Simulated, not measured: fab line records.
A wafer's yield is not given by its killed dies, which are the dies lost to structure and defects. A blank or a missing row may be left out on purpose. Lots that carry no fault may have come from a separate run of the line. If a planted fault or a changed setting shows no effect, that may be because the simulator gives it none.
Matching of chambers / flow nand_harc / NHARC_A_CONTACT_DESCUM_13 on rie_diel-03 has 4 sister chambers
The step chemistry O2, time 3 s. 24 wafers are shown with their chamber, then 12 later ones without.

== WAFERS WITH THEIR CHAMBER ==
wafer=L220.1; chamber=1; drypump_motor_current_A (A)=5.6; showerhead_plenum_p_Torr (Torr)=1.87; oes_product_au (a.u.)=1.001
wafer=L220.2; chamber=2; drypump_motor_current_A (A)=6.3; showerhead_plenum_p_Torr (Torr)=1.85; oes_product_au (a.u.)=1.027
wafer=L220.5; chamber=2; drypump_motor_current_A (A)=6.3; showerhead_plenum_p_Torr (Torr)=1.85; oes_product_au (a.u.)=1.017
wafer=L223.1; chamber=3; drypump_motor_current_A (A)=5.3; showerhead_plenum_p_Torr (Torr)=1.90; oes_product_au (a.u.)=0.990
wafer=L223.4; chamber=2; drypump_motor_current_A (A)=6.3; showerhead_plenum_p_Torr (Torr)=1.85; oes_product_au (a.u.)=1.013
wafer=L223.5; chamber=1; drypump_motor_current_A (A)=5.6; showerhead_plenum_p_Torr (Torr)=1.87; oes_product_au (a.u.)=0.998
wafer=L225.1; chamber=3; drypump_motor_current_A (A)=5.3; showerhead_plenum_p_Torr (Torr)=1.90; oes_product_au (a.u.)=0.996
wafer=L225.4; chamber=2; drypump_motor_current_A (A)=6.3; showerhead_plenum_p_Torr (Torr)=1.84; oes_product_au (a.u.)=1.013
wafer=L225.5; chamber=1; drypump_motor_current_A (A)=5.6; showerhead_plenum_p_Torr (Torr)=1.86; oes_product_au (a.u.)=0.993
wafer=L227.2; chamber=0; drypump_motor_current_A (A)=5.4; showerhead_plenum_p_Torr (Torr)=1.89; oes_product_au (a.u.)=0.994
wafer=L227.3; chamber=3; drypump_motor_current_A (A)=5.3; showerhead_plenum_p_Torr (Torr)=1.90; oes_product_au (a.u.)=0.993
wafer=L227.6; chamber=2; drypump_motor_current_A (A)=6.3; showerhead_plenum_p_Torr (Torr)=1.84; oes_product_au (a.u.)=1.020
wafer=L226.3; chamber=2; drypump_motor_current_A (A)=6.3; showerhead_plenum_p_Torr (Torr)=1.84; oes_product_au (a.u.)=1.022
wafer=L226.4; chamber=0; drypump_motor_current_A (A)=5.4; showerhead_plenum_p_Torr (Torr)=1.89; oes_product_au (a.u.)=1.002
wafer=L226.6; chamber=3; drypump_motor_current_A (A)=5.3; showerhead_plenum_p_Torr (Torr)=1.90; oes_product_au (a.u.)=1.008
wafer=L228.1; chamber=1; drypump_motor_current_A (A)=5.6; showerhead_plenum_p_Torr (Torr)=1.86; oes_product_au (a.u.)=1.005
wafer=L228.3; chamber=3; drypump_motor_current_A (A)=5.3; showerhead_plenum_p_Torr (Torr)=1.90; oes_product_au (a.u.)=1.013
wafer=L228.5; chamber=3; drypump_motor_current_A (A)=5.2; showerhead_plenum_p_Torr (Torr)=1.90; oes_product_au (a.u.)=1.007
wafer=L235.2; chamber=0; drypump_motor_current_A (A)=5.4; showerhead_plenum_p_Torr (Torr)=1.89; oes_product_au (a.u.)=0.983
wafer=L235.3; chamber=3; drypump_motor_current_A (A)=5.3; showerhead_plenum_p_Torr (Torr)=1.89; oes_product_au (a.u.)=1.002
wafer=L235.5; chamber=0; drypump_motor_current_A (A)=5.4; showerhead_plenum_p_Torr (Torr)=1.89; oes_product_au (a.u.)=0.987
wafer=L234.3; chamber=3; drypump_motor_current_A (A)=5.3; showerhead_plenum_p_Torr (Torr)=1.89; oes_product_au (a.u.)=0.999
wafer=L234.5; chamber=1; drypump_motor_current_A (A)=5.6; showerhead_plenum_p_Torr (Torr)=1.86; oes_product_au (a.u.)=0.993
wafer=L234.6; chamber=0; drypump_motor_current_A (A)=5.4; showerhead_plenum_p_Torr (Torr)=1.89; oes_product_au (a.u.)=0.981

SIGNATURES, as means of the wafers listed above
reading=drypump_motor_current_A; chamber 0=5.400; chamber 1=5.600; chamber 2=6.300; chamber 3=5.287; scatter within a chamber=0.0209
reading=showerhead_plenum_p_Torr; chamber 0=1.8900; chamber 1=1.8640; chamber 2=1.8450; chamber 3=1.8975; scatter within a chamber=0.00458
reading=oes_product_au; chamber 0=0.98940; chamber 1=0.99800; chamber 2=1.01867; chamber 3=1.00100; scatter within a chamber=0.00707
Rule: for a wafer and a chamber, the distance is found by dividing, reading by reading, the gap between the wafer's reading and the chamber's mean by the reading's scatter, squaring, summing and taking the root. The wafer belongs to the nearest chamber; if the next one is less than 2 further off, it can't be placed. The scatter: the root of (the sum of the squares of (reading less its chamber's mean) over the shown wafers, divided by (wafers less chambers)).

== WAFERS WHOSE CHAMBER IS MISSING ==
wafer=L237.2; drypump_motor_current_A (A)=5.3; showerhead_plenum_p_Torr (Torr)=1.89; oes_product_au (a.u.)=0.997
wafer=L237.4; drypump_motor_current_A (A)=6.4; showerhead_plenum_p_Torr (Torr)=1.84; oes_product_au (a.u.)=1.017
wafer=L237.5; drypump_motor_current_A (A)=5.3; showerhead_plenum_p_Torr (Torr)=1.89; oes_product_au (a.u.)=0.991
wafer=L236.1; drypump_motor_current_A (A)=5.3; showerhead_plenum_p_Torr (Torr)=1.89; oes_product_au (a.u.)=1.005
wafer=L236.2; drypump_motor_current_A (A)=5.7; showerhead_plenum_p_Torr (Torr)=1.86; oes_product_au (a.u.)=1.002
wafer=L236.5; drypump_motor_current_A (A)=5.4; showerhead_plenum_p_Torr (Torr)=1.89; oes_product_au (a.u.)=0.996
wafer=L242.2; drypump_motor_current_A (A)=5.3; showerhead_plenum_p_Torr (Torr)=1.89; oes_product_au (a.u.)=0.990
wafer=L242.4; drypump_motor_current_A (A)=5.3; showerhead_plenum_p_Torr (Torr)=1.89; oes_product_au (a.u.)=0.990
wafer=L242.6; drypump_motor_current_A (A)=5.4; showerhead_plenum_p_Torr (Torr)=1.89; oes_product_au (a.u.)=0.988
wafer=L243.4; drypump_motor_current_A (A)=5.3; showerhead_plenum_p_Torr (Torr)=1.89; oes_product_au (a.u.)=0.999
wafer=L243.5; drypump_motor_current_A (A)=6.4; showerhead_plenum_p_Torr (Torr)=1.83; oes_product_au (a.u.)=1.018
wafer=L243.6; drypump_motor_current_A (A)=5.4; showerhead_plenum_p_Torr (Torr)=1.88; oes_product_au (a.u.)=1.001

== EACH ONE'S CHAMBER ==
wafer=L237.2; from the rows above=3; in truth=3
wafer=L237.4; from the rows above=2; in truth=2
wafer=L237.5; from the rows above=3; in truth=3
wafer=L236.1; from the rows above=3; in truth=3
wafer=L236.2; from the rows above=1; in truth=1
wafer=L236.5; from the rows above=0; in truth=0
wafer=L242.2; from the rows above=3; in truth=3
wafer=L242.4; from the rows above=3; in truth=3
wafer=L242.6; from the rows above=0; in truth=0
wafer=L243.4; from the rows above=3; in truth=3
wafer=L243.5; from the rows above=2; in truth=2
wafer=L243.6; from the rows above=0; in truth=0
Correctly placed: 12 of 12. Not placeable from these rows: 0. Number placed wrongly: 0.
